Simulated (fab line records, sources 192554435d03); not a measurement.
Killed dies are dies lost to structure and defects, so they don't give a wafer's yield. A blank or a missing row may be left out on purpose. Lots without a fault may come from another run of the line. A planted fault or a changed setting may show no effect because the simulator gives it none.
fab line records | flow n5_finfet
record lots=24 wafers=72 last_day=17
route steps=1938 shown BEOL_M7@1307 BEOL_M8@1348 BEOL_M9@1403
lots that met no fault: from a run of the same line without faults
start_h: hours from the record's first day to the start of the lot's first wafer shown | wait_h: hours since the lot's step before | " the same as in the row above | L1.1+2: a row that stands for several wafers | - no value, or no start given | * or withheld: withheld | < > ~ a bound
route shown NAME@n: a module of which the file shows steps, and the number in the route of the first | usual: mean/standard deviation of fault-free wafers | same: alike in all rows | chamber/n: place in a boat | sites: the reading at each site | _std_site: their standard deviation | _edge_site: outer sites' mean less inner sites' | radius_mm: how far each site lies from the wafer's centre | mask NAME#n: copy n | behind: the tool/chamber that last shaped the wafer | hold: why the lot was held/for how many hours/how that ended | device: the transistor (n, p or np) that didn't switch | end of line: the same wafers' tests at the end of the route | a step without rows: its recipe alone | killed: dies lost to structure and defects at the first sort, not the wafer's yield | map: a wafer's dies, x killed, . not, _ none there
set.NAME: the setting as run; set.NAME@STEP: as run at that earlier step | model.NAME: the simulator's own value behind a step, which no gauge read
steps of the route over a sample of lots; a table a step, a row a wafer
services: from which hour (start_h, from the record's first day; less than 0 if before it) a tool's chamber was out of use, for how many hours, and why
## steps
# step N5_BEOL_M7_STRIP_36
# recipe chemistry=N2/H2 power_w=450 temp_c=40 pressure_mtorr=20 rf_frequency_hz=6e+07 overash_fraction=0.3 bias_power_w=7 h2_frac=0.5 n2_flow_sccm=200 h2_flow_sccm=200
# usual drypump_motor_current_A=5.80/0.28 oes_product_au=0.77/0.092 rf_vpp_V=59.1/1.8 showerhead_plenum_p_Torr=2.52/0.069 throttle_valve_pct=23.71/0.24
# columns lot.wafer tool chamber start_h wait_h drypump_motor_current_A oes_product_au rf_hours_counter_h rf_vpp_V showerhead_plenum_p_Torr throttle_valve_pct
L075.3 rie_diel-06 0 205.79 0.0 5.85 0.68 239 57.7 2.60 23.73
L075.4 " 1 " " 5.97 0.70 248 58.8 2.61 23.51
L075.5 " 1 " " 5.95 0.70 - 60.0 2.60 23.51
L074.3 rie_diel-06 0 209.30 0.0 5.85 0.68 241 56.7 2.60 23.73
L074.5 " 3 " " 6.14 0.79 - 55.3 2.45 23.80
L074.6 " 2 " " 5.78 0.72 - 61.1 2.63 23.85
L076.2 rie_diel-02 2 211.28 0.0 5.29 0.76 152 59.7 2.44 23.54
L076.4 " 0 " " 6.10 0.76 168 61.8 2.53 23.96
L076.5 " 0 " " 6.10 0.75 - 59.5 2.53 23.91
L077.1 rie_diel-04 3 215.73 0.0 5.47 0.72 222 59.1 2.51 24.12
L077.3 " 2 " " 5.78 0.90 38 57.5 2.48 22.93
L077.5 " 3 " " 5.48 0.72 - 61.2 2.51 24.13
L078.4 rie_diel-06 0 218.93 0.0 5.85 0.67 243 61.9 2.60 23.73
L078.5 " 0 " " 5.83 0.67 - 58.2 2.60 23.74
L078.6 " 1 " " 5.95 0.71 - 58.6 2.60 23.53
L079.2 rie_diel-02 2 221.19 0.0 5.34 0.76 155 60.4 2.44 23.55
L079.3 " 1 " " 5.89 0.70 222 61.4 2.50 23.90
L079.6 " 2 " " 5.33 0.76 - 59.9 2.44 23.55
L080.2 rie_diel-02 1 233.52 0.0 5.90 0.69 225 60.5 2.50 23.88
L080.3 " 0 " " 6.08 0.74 175 59.0 2.53 23.96
L080.5 " 0 " " 6.09 0.75 - 59.2 2.53 23.93
L081.1 rie_diel-02 2 241.73 0.0 5.34 0.76 162 60.6 2.44 23.58
L081.3 " 0 " " 6.08 0.74 178 59.1 2.53 23.94
L081.6 " 0 " " 6.08 0.75 - 58.5 2.53 23.95
L082.1 rie_diel-02 2 254.55 0.0 5.30 0.76 166 59.1 2.44 23.56
L082.4 " 1 " " 5.93 0.69 232 57.3 2.49 23.87
L082.6 " 3 " " 5.60 1.00 - 60.9 2.59 23.47
L083.1 rie_diel-02 1 258.49 0.0 5.90 0.69 234 61.5 2.49 23.87
L083.3 " 3 " " 5.63 0.98 4 55.7 2.59 23.45
L083.4 " 2 " " 5.31 0.77 167 57.0 2.44 23.57
L084.2 rie_diel-02 3 267.95 0.0 5.60 0.98 7 60.0 2.59 23.45
L084.5 " 2 " " 5.35 0.74 - 56.9 2.44 23.57
L084.6 " 1 " " 5.91 0.68 - 56.5 2.49 23.88
L085.3 rie_diel-02 2 271.55 0.0 5.33 0.75 171 57.2 2.44 23.58
L085.4 " 0 " " 6.09 0.73 187 58.9 2.52 23.94
L085.6 " 3 " " 5.60 0.96 - 59.8 2.59 23.49
L087.2 rie_diel-02 2 280.74 0.0 5.33 0.73 176 58.9 2.43 23.58
L087.3 " 0 " " 6.11 0.72 191 58.8 2.52 23.97
L087.6 " 1 " " 5.92 0.68 - 59.0 2.49 23.88
L088.4 rie_diel-02 1 281.20 0.0 5.91 0.69 243 56.3 2.49 23.92
L088.5 " 0 " " 6.09 0.74 - 59.6 2.52 23.98
L088.6 " 3 " " 5.61 0.95 - 56.0 2.59 23.47
L089.1 rie_diel-02 2 284.60 0.0 5.33 0.74 177 59.0 2.43 23.55
L089.3 " 0 " " 6.09 0.73 193 60.0 2.52 23.98
L089.4 " 1 " " 5.91 0.68 245 57.9 2.49 23.91
L086.2 rie_diel-06 2 285.27 0.0 5.79 0.71 217 61.0 2.62 23.85
L086.4 " 3 " " 6.18 0.78 118 59.7 2.44 23.84
L086.5 " 2 " " 5.77 0.71 - 59.3 2.62 23.86
L090.1 rie_diel-02 2 292.47 0.0 5.33 0.75 182 57.2 2.43 23.61
L090.2 " 0 " " 6.09 0.73 198 60.1 2.52 23.94
L090.6 " 0 " " 6.09 0.72 - 56.4 2.52 23.97
L092.2 rie_diel-06 0 306.67 0.0 5.85 0.90 20 57.9 2.59 23.44
L092.3 " 3 " " 6.17 0.77 126 59.2 2.44 23.82
L092.6 " 3 " " 6.17 0.76 - 57.0 2.44 23.85
L091.1 rie_diel-06 2 308.75 0.0 5.79 0.69 226 60.7 2.62 23.87
L091.2 " 3 " " 6.14 0.76 127 57.3 2.44 23.84
L091.3 " 0 " " 5.84 0.90 20 62.1 2.59 23.46
L093.1 rie_diel-06 1 310.37 0.0 5.97 0.90 26 58.8 2.59 23.15
L093.2 " 0 " " 5.86 0.90 21 58.2 2.59 23.44
L093.6 " 1 " " 5.96 0.91 - 59.3 2.59 23.16
L095.2 rie_diel-02 3 318.18 0.0 5.60 0.93 23 60.6 2.58 23.47
L095.3 " 0 " " 6.10 0.71 210 62.3 2.51 23.99
L095.5 " 2 " " 5.30 0.72 - 55.2 2.43 23.60
L094.1 rie_diel-02 3 319.59 0.0 5.60 0.93 23 59.3 2.58 23.47
L094.2 " 0 " " 6.10 0.72 210 58.9 2.51 24.00
L094.6 " 2 " " 5.29 0.73 - 58.1 2.43 23.62
L096.2 rie_diel-02 1 327.73 0.0 5.89 0.96 2 60.8 2.48 23.55
L096.5 " 2 " " 5.33 0.73 - 59.0 2.43 23.61
L096.6 " 1 " " 5.88 0.97 - 62.3 2.48 23.54
L097.4 rie_diel-06 2 332.26 0.0 5.79 0.69 233 62.2 2.62 23.87
L097.5 " 2 " " 5.76 0.69 - 60.8 2.62 23.86
L097.6 " 3 " " 6.16 0.76 - 58.2 2.43 23.84
# step N5_BEOL_M7_ETCH_41
# recipe chemistry=CH3F/O2 target=SiCN target_depth_a=319 taper_deg=2 time_s=57.8 ion_energy_ev=120 mask_material=TiN pressure_mtorr=30 source_w=395 bias_w=75 Ar_flow_sccm=150 CH3F_flow_sccm=30 O2_flow_sccm=20
# usual drypump_motor_current_A=5.80/0.28 oes_product_au=0.77/0.09 rf_vpp_V=297.1/1.4 showerhead_plenum_p_Torr=1.99/0.054 throttle_valve_pct=16.42/0.25
# columns lot.wafer tool chamber start_h wait_h drypump_motor_current_A oes_product_au rf_hours_counter_h rf_vpp_V showerhead_plenum_p_Torr throttle_valve_pct
L075.3 rie_diel-06 0 - - 5.85 0.67 239 297.6 2.05 16.74
L075.4 " 1 " " 5.93 0.70 248 298.2 2.05 16.42
L075.5 " 1 " " 5.96 0.70 - 298.4 2.05 16.42
L074.3 rie_diel-06 0 - - 5.83 0.68 241 299.4 2.05 16.74
L074.5 " 3 " " 6.15 0.80 - 295.7 1.94 16.42
L074.6 " 2 " " 5.77 0.73 - 298.4 2.07 16.50
L076.2 rie_diel-02 2 - - 5.30 0.76 152 296.3 1.92 16.18
L076.4 " 0 " " 6.10 0.75 168 298.2 2.00 16.58
L076.5 " 0 " " 6.09 0.74 - 297.1 2.00 16.59
L077.1 rie_diel-04 3 - - 5.46 0.72 222 295.2 1.98 16.58
L077.3 " 2 " " 5.84 0.88 39 297.5 1.95 15.69
L077.5 " 3 " " 5.45 0.72 - 295.9 1.98 16.58
L078.4 rie_diel-06 0 - - 5.82 0.67 243 298.6 2.05 16.74
L078.5 " 0 " " 5.83 0.67 - 298.9 2.05 16.75
L078.6 " 1 " " 5.96 0.70 - 297.4 2.05 16.42
L079.2 rie_diel-02 2 - - 5.29 0.76 155 294.6 1.92 16.18
L079.3 " 1 " " 5.91 0.71 222 296.4 1.97 16.72
L079.6 " 2 " " 5.29 0.77 - 295.2 1.92 16.19
L080.2 rie_diel-02 1 - - 5.89 0.70 225 297.3 1.97 16.71
L080.3 " 0 " " 6.11 0.74 175 297.6 2.00 16.60
L080.5 " 0 " " 6.08 0.74 - 295.9 2.00 16.59
L081.1 rie_diel-02 2 - - 5.30 0.76 162 295.2 1.92 16.18
L081.3 " 0 " " 6.08 0.74 178 297.6 2.00 16.61
L081.6 " 0 " " 6.08 0.73 - 297.7 2.00 16.61
L082.1 rie_diel-02 2 - - 5.32 0.75 166 296.3 1.92 16.20
L082.4 " 1 " " 5.90 0.69 232 298.3 1.97 16.72
L082.6 " 3 " " 5.60 0.99 - 298.3 2.04 16.08
L083.1 rie_diel-02 1 - - 5.88 0.70 234 295.8 1.97 16.71
L083.3 " 3 " " 5.57 0.97 4 300.3 2.04 16.08
L083.4 " 2 " " 5.32 0.75 167 294.1 1.92 16.21
L084.2 rie_diel-02 3 - - 5.59 0.97 7 298.8 2.04 16.08
L084.5 " 2 " " 5.31 0.76 - 296.4 1.92 16.20
L084.6 " 1 " " 5.89 0.70 - 297.1 1.97 16.72
L085.3 rie_diel-02 2 - - 5.31 0.75 171 293.8 1.91 16.19
L085.4 " 0 " " 6.09 0.73 187 296.4 1.99 16.62
L085.6 " 3 " " 5.58 0.96 - 298.2 2.04 16.08
L087.2 rie_diel-02 2 - - 5.34 0.74 176 295.0 1.91 16.21
L087.3 " 0 " " 6.10 0.73 191 298.2 1.99 16.62
L087.6 " 1 " " 5.89 0.69 - 298.0 1.97 16.74
L088.4 rie_diel-02 1 - - 5.90 0.68 243 298.7 1.97 16.74
L088.5 " 0 " " 6.09 0.73 - 297.8 1.99 16.64
L088.6 " 3 " " 5.60 0.94 - 299.6 2.04 16.08
L089.1 rie_diel-02 2 - - 5.29 0.74 177 297.5 1.91 16.23
L089.3 " 0 " " 6.08 0.73 193 297.5 1.99 16.62
L089.4 " 1 " " 5.90 0.68 245 296.1 1.97 16.74
L086.2 rie_diel-06 2 - - 5.77 0.71 217 296.9 2.06 16.56
L086.4 " 3 " " 6.18 0.77 118 296.3 1.93 16.47
L086.5 " 2 " " 5.78 0.70 - 298.5 2.06 16.55
L090.1 rie_diel-02 2 - - 5.31 0.75 182 295.8 1.91 16.23
L090.2 " 0 " " 6.11 0.74 198 297.0 1.99 16.63
L090.6 " 0 " " 6.08 0.72 - 297.2 1.99 16.63
L092.2 rie_diel-06 0 - - 5.86 0.89 20 297.7 2.04 16.33
L092.3 " 3 " " 6.14 0.77 126 295.4 1.93 16.48
L092.6 " 3 " " 6.17 0.76 - 296.0 1.93 16.48
L091.1 rie_diel-06 2 - - 5.78 0.70 226 299.5 2.06 16.57
L091.2 " 3 " " 6.16 0.76 127 295.8 1.92 16.49
L091.3 " 0 " " 5.83 0.89 20 296.6 2.04 16.32
L093.1 rie_diel-06 1 - - 5.95 0.90 26 298.0 2.04 15.98
L093.2 " 0 " " 5.85 0.89 21 298.3 2.04 16.32
L093.6 " 1 " " 5.93 0.91 - 299.6 2.04 16.00
L095.2 rie_diel-02 3 - - 5.61 0.92 23 298.0 2.04 16.12
L095.3 " 0 " " 6.08 0.71 210 296.4 1.99 16.65
L095.5 " 2 " " 5.32 0.72 - 295.5 1.91 16.27
L094.1 rie_diel-02 3 - - 5.57 0.92 23 298.0 2.04 16.12
L094.2 " 0 " " 6.09 0.72 210 295.4 1.99 16.67
L094.6 " 2 " " 5.30 0.73 - 296.6 1.91 16.25
L096.2 rie_diel-02 1 - - 5.90 0.96 2 297.5 1.96 16.28
L096.5 " 2 " " 5.29 0.73 - 296.1 1.91 16.26
L096.6 " 1 " " 5.91 0.97 - 297.0 1.96 16.27
L097.4 rie_diel-06 2 - - 5.77 0.70 233 299.8 2.06 16.58
L097.5 " 2 " " 5.76 0.70 - 298.3 2.06 16.59
L097.6 " 3 " " 6.17 0.75 - 294.5 1.92 16.50
# step N5_BEOL_M8_DESCUM_16
# recipe chemistry=O2 time_s=7.9 source_power_w=50 bias_power_w=20 pressure_mtorr=20 rf_frequency_hz=2.712e+07 temp_c=40 resist=CAR-ArF o2_flow_sccm=225
# usual drypump_motor_current_A=5.8/0.48 oes_product_au=0.78/0.091 rf_vpp_V=243.2/1.4 showerhead_plenum_p_Torr=2.10/0.075 throttle_valve_pct=20.33/0.24
# columns lot.wafer tool chamber start_h wait_h drypump_motor_current_A oes_product_au rf_hours_counter_h rf_vpp_V showerhead_plenum_p_Torr throttle_valve_pct
L075.3 rie_diel-05 3 212.77 0.2 5.4 0.72 203 243.4 2.07 20.55
L075.4 " 3 " " 5.4 0.71 - 242.4 2.07 20.54
L075.5 " 0 " " 5.2 0.69 - 245.1 2.15 20.57
L074.3 rie_diel-01 0 214.25 0.0 5.5 0.95 9 243.3 2.14 19.81
L074.5 " 0 " " 5.5 0.95 - 243.2 2.14 19.80
L074.6 " 1 " " 6.1 0.71 - 242.1 1.99 20.30
L076.2 rie_diel-05 0 216.35 0.0 5.2 0.70 235 244.1 2.15 20.57
L076.4 " 3 " " 5.4 0.72 - 242.5 2.07 20.56
L076.5 " 2 " " 6.3 0.70 - 243.6 2.07 20.58
L077.1 rie_diel-05 2 221.47 0.0 6.3 0.69 211 243.1 2.07 20.60
L077.3 " 1 " " 6.2 0.98 1 240.7 2.05 20.15
L077.5 " 2 " " 6.3 0.70 - 243.2 2.07 20.59
L078.4 rie_diel-05 0 224.64 0.3 5.2 0.70 239 243.8 2.15 20.58
L078.5 " 0 " " 5.2 0.69 - 243.1 2.15 20.57
L078.6 " 3 " " 5.3 0.72 - 242.3 2.07 20.53
L079.2 rie_diel-05 3 227.11 0.1 5.4 0.73 208 242.3 2.07 20.57
L079.3 " 1 " " 6.1 0.97 3 241.8 2.05 20.16
L079.6 " 0 " " 5.2 0.69 - 244.2 2.15 20.59
L080.2 rie_diel-01 0 239.64 0.0 5.5 0.92 16 244.8 2.14 19.81
L080.3 " 1 " " 6.1 0.70 219 243.0 1.98 20.29
L080.5 " 0 " " 5.5 0.93 - 244.7 2.14 19.81
L081.1 rie_diel-01 0 247.44 0.0 5.5 0.91 19 243.9 2.14 19.83
L081.3 " 2 " " 5.4 0.79 99 243.8 2.21 20.25
L081.6 " 2 " " 5.3 0.79 - 243.9 2.21 20.25
L082.1 rie_diel-01 3 259.31 0.2 5.1 0.77 92 244.0 2.20 20.11
L082.4 " 0 " " 5.4 0.92 23 243.7 2.13 19.83
L082.6 " 1 " " 6.1 0.71 - 240.2 1.98 20.30
L083.1 rie_diel-01 0 264.28 0.0 5.5 0.91 25 244.9 2.13 19.82
L083.3 " 2 " " 5.4 0.79 105 244.0 2.21 20.26
L083.4 " 1 " " 6.1 0.70 225 242.1 1.98 20.31
L084.2 rie_diel-05 3 272.95 0.2 5.3 0.71 224 243.6 2.06 20.58
L084.5 " 2 " " 6.3 0.69 - 243.5 2.07 20.62
L084.6 " 3 " " 5.3 0.71 - 243.3 2.06 20.58
L085.3 rie_diel-03 3 275.65 0.0 6.3 0.75 161 242.8 2.00 20.32
L085.4 " 1 " " 5.7 0.76 135 245.1 2.19 20.12
L085.6 " 3 " " 6.3 0.75 - 241.1 2.00 20.36
L087.2 rie_diel-03 2 285.88 0.5 6.6 0.68 245 243.1 2.14 20.76
L087.3 " 1 " " 5.7 0.75 138 245.0 2.19 20.12
L087.6 " 0 " " 6.3 0.84 - 243.4 2.04 20.38
L088.4 rie_diel-05 3 286.08 0.3 5.4 0.70 230 242.2 2.06 20.57
L088.5 " 0 " " 5.2 0.98 - 241.9 2.15 20.18
L088.6 " 3 " " 5.4 0.70 - 243.2 2.06 20.59
L089.1 rie_diel-03 3 289.65 0.3 6.3 0.74 167 242.0 2.00 20.34
L089.3 " 0 " " 6.3 0.84 65 241.5 2.04 20.36
L089.4 " 2 " " 6.6 0.68 246 245.1 2.14 20.76
L086.2 rie_diel-01 0 290.08 0.0 5.5 0.89 34 242.4 2.13 19.85
L086.4 " 1 " " 6.1 0.69 233 241.9 1.98 20.33
L086.5 " 1 " " 6.1 0.68 - 241.4 1.98 20.34
L090.1 rie_diel-05 3 298.91 0.0 5.3 0.69 235 244.1 2.06 20.61
L090.2 " 0 " " 5.2 0.95 4 244.0 2.15 20.18
L090.6 " 1 " " 6.1 0.90 - 241.8 2.04 20.19
L092.2 rie_diel-05 2 311.23 0.0 6.3 0.68 242 241.7 2.06 20.64
L092.3 " 3 " " 5.4 0.69 240 244.6 2.06 20.61
L092.6 " 0 " " 5.2 0.93 - 244.7 2.15 20.20
L091.1 rie_diel-01 2 313.93 0.0 5.4 0.78 122 243.8 2.20 20.31
L091.2 " 1 " " 6.1 0.69 241 241.6 1.98 20.35
L091.3 " 0 " " 5.5 0.88 44 243.1 2.13 19.86
L093.1 rie_diel-03 1 314.48 0.0 5.7 0.75 148 242.8 2.18 20.15
L093.2 " 2 " " 6.6 0.68 254 243.8 2.14 20.77
L093.6 " 3 " " 6.3 0.75 - 241.7 2.00 20.37
L095.2 rie_diel-05 0 323.91 0.4 5.2 0.91 13 243.1 2.14 20.20
L095.3 " 2 " " 6.3 0.67 246 242.4 2.06 20.62
L095.5 " 2 " " 6.3 0.67 - 244.3 2.06 20.63
L094.1 rie_diel-01 3 327.25 0.7 5.1 0.75 119 244.7 2.19 20.16
L094.2 " 2 " " 5.4 0.77 128 244.0 2.20 20.30
L094.6 " 1 " " 6.1 0.68 - 241.6 1.97 20.35
L096.2 rie_diel-01 2 332.95 0.2 5.3 0.78 130 246.5 2.20 20.30
L096.5 " 2 " " 5.4 0.77 - 245.7 2.20 20.30
L096.6 " 1 " " 6.1 0.68 - 241.4 1.97 20.33
L097.4 rie_diel-03 3 336.90 0.0 6.3 0.73 - 241.5 1.99 20.38
L097.5 " 1 " " 5.7 0.74 - 243.3 2.18 20.15
L097.6 " 0 " " 6.3 0.83 - 243.5 2.03 20.41
# step N5_BEOL_M9_THK_MEAS_01
# recipe reads=SiCOH_lowk_of_BEOL_M9_ILD_DEP_00
# usual M9_ILD_THK=268/3.1
# columns lot.wafer tool chamber start_h wait_h M9_ILD_THK[nm]
L075.3 film_metro-02 - 218.27 0.5 268
L075.4 " - " " 272
L075.5 " - " " 268
L074.3 film_metro-02 - 221.41 0.5 268
L074.5 " - " " 270
L074.6 " - " " 273
L076.2 film_metro-01 - 224.73 0.7 267
L076.4 " - " " 277
L076.5 " - " " 275
L077.1 film_metro-02 - 227.72 0.4 262
L077.3 " - " " 263
L077.5 " - " " 265
L078.4 film_metro-01 - 231.24 0.2 268
L078.5 " - " " 265
L078.6 " - " " 270
L079.2 film_metro-02 - 233.34 0.4 266
L079.3 " - " " 266
L079.6 " - " " 274
L080.2 film_metro-01 - 247.67 0.4 264
L080.3 " - " " 265
L080.5 " - " " 272
L081.1 film_metro-01 - 255.48 0.4 268
L081.3 " - " " 268
L081.6 " - " " 271
L082.1 film_metro-01 - 265.08 0.4 265
L082.4 " - " " 275
L082.6 " - " " 270
L083.1 film_metro-02 - 271.24 0.4 266
L083.3 " - " " 267
L083.4 " - " " 269
L084.2 film_metro-01 - 277.27 0.4 265
L084.5 " - " " 270
L084.6 " - " " 266
L085.3 film_metro-01 - 280.89 0.3 268
L085.4 " - " " 270
L085.6 " - " " 273
L087.2 film_metro-01 - 292.16 0.4 266
L087.3 " - " " 267
L087.6 " - " " 269
L088.4 film_metro-02 - 293.38 0.7 270
L088.5 " - " " 265
L088.6 " - " " 268
L089.1 film_metro-01 - 296.11 0.4 263
L089.3 " - " " 266
L089.4 " - " " 265
L086.2 film_metro-02 - 296.59 0.4 269
L086.4 " - " " 274
L086.5 " - " " 275
L090.1 film_metro-02 - 304.11 0.4 265
L090.2 " - " " 267
L090.6 " - " " 267
L092.2 film_metro-02 - 315.90 0.4 267
L092.3 " - " " 263
L092.6 " - " " 267
L091.1 film_metro-02 - 319.25 0.4 265
L091.2 " - " " 265
L091.3 " - " " 268
L093.1 film_metro-01 - 320.03 0.4 270
L093.2 " - " " 270
L093.6 " - " " 276
L095.2 film_metro-02 - 330.14 0.4 267
L095.3 " - " " 269
L095.5 " - " " 271
L094.1 film_metro-01 - 331.70 0.4 265
L094.2 " - " " 263
L094.6 " - " " 268
L096.2 film_metro-01 - 339.16 0.4 267
L096.5 " - " " 271
L096.6 " - " " 271
L097.4 film_metro-02 - 345.33 0.2 268
L097.5 " - " " 271
L097.6 " - " " 270
# step N5_BEOL_M9_OVL_MEAS_12
# recipe points_per_wafer=44
# usual M9_OVL=-0.1/1.1
# columns lot.wafer tool chamber start_h wait_h M9_OVL[nm]
L075.3 overlay-02 0 219.97 0.0 -1.7
L075.4 " 0 " " -1.2
L075.5 " 0 " " -1.7
L074.3 overlay-02 0 223.67 0.0 0.7
L074.5 " 0 " " 0.1
L074.6 " 0 " " 2.0
L076.2 overlay-02 0 226.72 0.0 0.5
L076.4 " 0 " " 0.9
L076.5 " 0 " " -0.1
L077.1 overlay-02 0 228.46 0.0 -1.3
L077.3 " 0 " " -0.8
L077.5 " 0 " " -1.2
L078.4 overlay-01 0 231.97 0.0 -1.0
L078.5 " 0 " " -0.2
L078.6 " 0 " " 0.2
L079.2 overlay-01 0 234.80 0.0 -0.4
L079.3 " 0 " " 1.9
L079.6 " 0 " " -0.2
L080.2 overlay-01 0 251.94 0.0 0.4
L080.3 " 0 " " -0.3
L080.5 " 0 " " -1.2
L081.1 overlay-02 0 256.16 0.0 -0.2
L081.3 " 0 " " -0.8
L081.6 " 0 " " 0.0
L082.1 overlay-01 0 269.01 0.0 -0.9
L082.4 " 0 " " 0.0
L082.6 " 0 " " -0.7
L083.1 overlay-02 0 272.70 0.0 0.0
L083.3 " 0 " " 0.0
L083.4 " 0 " " -0.1
L084.2 overlay-02 0 279.39 0.0 -0.5
L084.5 " 0 " " 2.3
L084.6 " 0 " " 0.7
L085.3 overlay-01 0 281.70 0.0 -0.6
L085.4 " 0 " " -2.3
L085.6 " 0 " " -1.5
L087.2 overlay-02 0 293.49 0.0 -0.8
L087.3 " 0 " " 0.3
L087.6 " 0 " " -1.7
L088.4 overlay-02 0 294.67 0.0 -0.7
L088.5 " 0 " " -1.9
L088.6 " 0 " " 0.1
L089.1 overlay-01 0 298.90 0.0 0.0
L089.3 " 0 " " -1.4
L089.4 " 0 " " -1.5
L086.2 overlay-02 0 299.06 0.0 -0.1
L086.4 " 0 " " 0.0
L086.5 " 0 " " -0.3
L090.1 overlay-02 0 305.13 0.0 0.5
L090.2 " 0 " " 0.5
L090.6 " 0 " " 0.5
L092.2 overlay-01 0 317.16 0.0 0.9
L092.3 " 0 " " -0.8
L092.6 " 0 " " -0.1
L091.1 overlay-01 0 320.24 0.0 1.5
L091.2 " 0 " " 0.5
L091.3 " 0 " " 2.2
L093.1 overlay-02 0 332.57 0.0 0.7
L093.2 " 0 " " -0.9
L093.6 " 0 " " -1.0
L095.2 overlay-02 0 332.61 0.0 -0.4
L095.3 " 0 " " 1.6
L095.5 " 0 " " 1.8
L094.1 overlay-02 0 333.07 0.0 -0.4
L094.2 " 0 " " -0.8
L094.6 " 0 " " -2.2
L096.2 overlay-01 0 340.04 0.0 -2.0
L096.5 " 0 " " -0.9
L096.6 " 0 " " -2.2
L097.4 overlay-02 0 347.06 0.0 2.1
L097.5 " 0 " " 1.2
L097.6 " 0 " " 2.3
# step N5_BEOL_M9_CD_MEAS_18
# recipe pitch_nm=140 target_cd_nm=70
# usual cd_nm=69.8/0.5
# columns lot.wafer tool chamber start_h wait_h cd_nm
L075.3 cd_sem-02 - 220.63 0.1 70.0
L075.4 " - " " 69.7
L075.5 " - " " 69.7
L074.3 cd_sem-03 - 224.19 0.1 70.2
L074.5 " - " " 69.8
L074.6 " - " " 69.9
L076.2 cd_sem-03 - 227.61 0.1 69.6
L076.4 " - " " 70.1
L076.5 " - " " 69.9
L077.1 cd_sem-02 - 229.04 0.0 69.2
L077.3 " - " " 69.2
L077.5 " - " " 70.2
L078.4 cd_sem-01 - 232.53 0.0 70.1
L078.5 " - " " 70.4
L078.6 " - " " 69.9
L079.2 cd_sem-03 - 235.34 0.1 69.1
L079.3 " - " " 69.4
L079.6 " - " " 69.5
L080.2 cd_sem-02 - 252.58 0.1 69.7
L080.3 " - " " 69.6
L080.5 " - " " 69.2
L081.1 cd_sem-01 - 256.82 0.0 69.9
L081.3 " - " " 69.9
L081.6 " - " " 69.8
L082.1 cd_sem-01 - 269.52 0.0 69.6
L082.4 " - " " 68.9
L082.6 " - " " 68.9
L083.1 cd_sem-03 - 274.24 0.0 70.9
L083.3 " - " " 69.6
L083.4 " - " " 70.1
L084.2 cd_sem-03 - 281.78 0.1 69.3
L084.5 " - " " 69.7
L084.6 " - " " 69.7
L085.3 cd_sem-03 - 283.48 0.1 69.8
L085.4 " - " " 70.6
L085.6 " - " " 70.0
L087.2 cd_sem-03 - 294.12 0.1 69.6
L087.3 " - " " 70.4
L087.6 " - " " 69.6
L088.4 cd_sem-03 - 295.30 0.0 70.3
L088.5 " - " " 70.2
L088.6 " - " " 70.2
L089.1 cd_sem-03 - 299.45 0.0 69.6
L089.3 " - " " 69.2
L089.4 " - " " 69.8
L086.2 cd_sem-02 - 299.70 0.1 69.6
L086.4 " - " " 70.1
L086.5 " - " " 70.3
L090.1 cd_sem-03 - 305.76 0.0 69.8
L090.2 " - " " 69.9
L090.6 " - " " 70.2
L092.2 cd_sem-01 - 317.67 0.1 68.9
L092.3 " - " " 69.8
L092.6 " - " " 68.9
L091.1 cd_sem-03 - 320.77 0.1 70.5
L091.2 " - " " 70.8
L091.3 " - " " 69.3
L093.1 cd_sem-01 - 333.45 0.0 70.6
L093.2 " - " " 70.4
L093.6 " - " " 70.3
L095.2 cd_sem-03 - 333.50 0.1 69.2
L095.3 " - " " 68.9
L095.5 " - " " 70.0
L094.1 cd_sem-01 - 334.17 0.0 69.9
L094.2 " - " " 69.8
L094.6 " - " " 70.2
L096.2 cd_sem-02 - 340.97 0.1 70.3
L096.5 " - " " 70.1
L096.6 " - " " 70.1
L097.4 cd_sem-03 - 347.58 0.1 69.2
L097.5 " - " " 69.0
L097.6 " - " " 69.8
## services
# columns tool chamber start_h hours kind
rie_diel-02 3 220.00 - clean
rie_diel-02 3 220.00 - consumable_replace:focus_ring
rie_diel-02 3 220.00 18.5 scheduled_down
rie_diel-02 3 220.00 18.5 vent_cycle
rie_diel-01 0 225.59 5.0 repair
rie_diel-06 1 227.30 - clean
rie_diel-06 1 227.30 - consumable_replace:focus_ring
rie_diel-06 1 227.30 12.9 scheduled_down
rie_diel-02 3 240.04 7.0 repair
rie_diel-01 1 246.01 6.7 repair
rie_diel-04 3 256.08 4.6 repair
rie_diel-04 - 270.47 28.1 pm
rie_diel-02 3 286.50 12.4 repair
rie_diel-02 1 298.96 - clean
rie_diel-02 1 298.96 - consumable_replace:focus_ring
rie_diel-02 1 298.96 24.0 scheduled_down
rie_diel-02 1 298.96 24.0 vent_cycle
rie_diel-04 2 300.05 8.2 repair
rie_diel-01 1 300.08 2.1 repair
rie_diel-03 - 306.71 2.8 pm
rie_diel-06 2 315.03 5.0 repair
rie_diel-03 2 315.09 11.2 repair
rie_diel-05 3 331.50 3.1 repair
rie_diel-04 2 334.34 3.7 repair
## key
fault none
